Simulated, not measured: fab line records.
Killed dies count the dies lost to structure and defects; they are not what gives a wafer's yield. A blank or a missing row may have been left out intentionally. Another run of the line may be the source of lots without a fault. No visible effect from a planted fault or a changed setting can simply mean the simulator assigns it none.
Comparing a struck lot with a sound one	flow nandHarc	14 out of 1302 route steps
Sound: these wafers, L251.3, L251.5, L251.6. Struck: wafer L260.6 (left out: L260.2, L260.4 of the same lot, which were not struck); the cause appears at the end.
Per side, at each step with rows, come the tool, then ch with its chambers, and then its first start. Under that, the readings that differ: sound wafers	struck wafers	difference of the means	sigmas: that difference in standard deviations of wafers without a fault.
alike: words and numbers the same on both sides, and readings whose means are apart by under 2 such deviations; not compared: readings that were withheld, readings missing a value for some wafer, numbers with overlapping values and no deviation given by the record, and bounds like >300 which may hide the same value.
A row with sigmas, a row that says differs or no value, or rows on one side alone: a step with any of these is where the two part. When numbers do not overlap yet have no deviation, they are printed without sigmas and do not part them. A reading missing from all wafers of one side parts the sides only when that side holds two or more wafers.

NHARC_A_WL_FILL_CVD_03: deposits W, target thk 40 nm, time 279 s.
  sound on cvdW-02 ch 0,1, day 24 02:41; struck on cvdW-01 ch 0, day 27 17:13
  alike: heaterPowerW, mfcWf6Sccm, throttleValvePct
NHARC_A_WL_FILL_ETCHBACK_04: etches the open film in NF3, target depth 60 nm, time 120 s.
  sound on rieMetal-01 ch 0,1, day 24 02:58; struck on rieMetal-02 ch 0, day 27 17:34
reading	sound	struck	difference	sigmas
oesProductAu (a.u.)	1.018 1.002 1.002	1.026	+0.019	+2
  alike: drypumpMotorCurrentA, runLengthS
  not compared: rfHoursCounterH
then, 1 step without rows for these wafers: NHARC_A_WL_FILL_ETCHBACK_05 (etches the open film in Cl2/BCl3, target depth 22 nm, time 60 s).
NHARC_A_WL_FILL_STRIP_27: strips in N2/H2, time 20 s.
  sound on plasmaAsher-01 ch 0,1, day 24 03:20; struck on plasmaAsher-01 ch 1, day 27 17:56
  alike: drypumpMotorCurrentA, heaterPowerW
  not compared: rfHoursCounterH
then, 5 steps without rows for these wafers: NHARC_A_WL_FILL_STRIP_28 (strips in post etch residue remover, time 1200 s); NHARC_A_WL_FILL_PRECLEAN_06 (cleans in DIW, time 300 s); NHARC_A_WL_FILL_SRD_07; NHARC_A_WL_FILL_ANNEAL_08 (time 1800 s); NHARC_A_WL_FILL_ALD_10 (deposits SiO2, target thk 50 nm, pulse time 10 s, ald cycles 500).
NHARC_A_WL_FILL_ETCHBACK_16: etches the open film in C4F8/O2/Ar, target depth 120 nm, time 24 s.
  sound: rieDiel-05 ch 0,1,3; struck: rieDiel-02 ch 3
reading	sound	struck	difference	sigmas
oesProductAu (a.u.)	0.933 0.920 0.918	1.017	+0.093	+3
  alike: rfVppV, runLengthS
  not compared: rfHoursCounterH
NHARC_A_WL_FILL_STRIP_29: strips in O2, time 20 s.
  sound on rieDiel-05 ch 0,3, day 24 12:57; struck on rieDiel-02 ch 0, day 28 03:56
  alike: drypumpMotorCurrentA, oesProductAu, rfVppV, showerheadPlenumPTorr, throttleValvePct
  not compared: rfHoursCounterH
NHARC_A_WL_FILL_ETCHBACK_17: etches the open film in Cl2/BCl3, target depth 4 nm, time 26.7 s.
  sound on rieMetal-03 ch 0,1, day 24 13:05; struck on rieMetal-03 ch 0, day 28 04:01
reading	sound	struck	difference	sigmas
oesProductAu (a.u.)	0.987 1.009 0.982	1.016	+0.023	+2
runLengthS (s)	47.3 48.0 47.4	31.6	-16.0	-36
  alike: drypumpMotorCurrentA
  not compared: rfHoursCounterH
then, 1 step without rows for these wafers: NHARC_A_WL_FILL_PRECLEAN_18 (cleans in dHF, time 30 s).
-- jump in the record: it breaks off in module A_WL_FILL and resumes in module END (first step shown: number 1302 of the route), and 4 days separate the struck wafers' starts before and after --
NHARC_END_SORT_01:
  only the struck wafers appear in the record here, on prober-01 ch 0 at day 31 17:24; the sound ones have no rows

## WHERE THEY PART
At NHARC_A_WL_FILL_ETCHBACK_04 first; at NHARC_END_SORT_01 last (within this record only).

WHY: what the simulator had put in
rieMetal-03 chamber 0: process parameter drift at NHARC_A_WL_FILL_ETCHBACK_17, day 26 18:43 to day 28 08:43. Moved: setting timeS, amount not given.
